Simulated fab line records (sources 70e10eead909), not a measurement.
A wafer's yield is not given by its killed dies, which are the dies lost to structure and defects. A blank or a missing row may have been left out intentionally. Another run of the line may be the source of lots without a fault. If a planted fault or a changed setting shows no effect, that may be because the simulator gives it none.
Matching of chambers -- flow nand harc -- NHARC_A_BONDPAD_ETCH_34 on rie diel-09: 4 sister chambers
The step etches the open film in N2/H2, target depth 60 nm, overetch 18 nm, time 65.91 s. 8 wafers are shown with their chamber, then 8 later ones without.

## WAFERS WITH THEIR CHAMBER
wafer,chamber,showerhead plenum p Torr (Torr),drypump motor current A (A)
L077.3,2,1.91,5.8
L080.4,0,1.94,5.6
L080.5,3,2.15,5.9
L091.4,2,1.91,5.9
L091.5,3,2.15,5.9
L092.1,0,1.93,5.5
L092.6,1,1.97,6.5
L093.1,1,1.97,6.4

## WAFERS MISSING THEIR CHAMBER
wafer,showerhead plenum p Torr (Torr),drypump motor current A (A)
L093.4,2.15,5.9
L093.6,1.90,5.9
L094.1,1.90,5.9
L094.2,2.15,5.9
L094.4,1.93,5.6
L096.2,1.93,5.6
L096.5,1.90,5.8
L096.6,2.14,5.9

## THE CHAMBER EACH PASSED THROUGH
wafer,from the rows above,in truth
L093.4,3,3
L093.6,2,2
L094.1,2,2
L094.2,3,3
L094.4,0,0
L096.2,0,0
L096.5,2,2
L096.6,3,3
Placed correctly: 8 of 8. Not placeable from these rows: 0. Placed wrongly: 0.
How it was worked out, from the rows above alone: a wafer's distance from a chamber is the root of the sum, over the readings, of the square of ((its reading less the chamber's mean) divided by the reading's scatter). The wafer belongs to the nearest chamber; if the next one is less than 2 further off, it can't be placed. A chamber's mean is the mean of its shown wafers. The scatter is the square root of a quotient: the sum, over the shown wafers, of each reading's squared deviation from its chamber's mean, divided by wafers minus chambers.
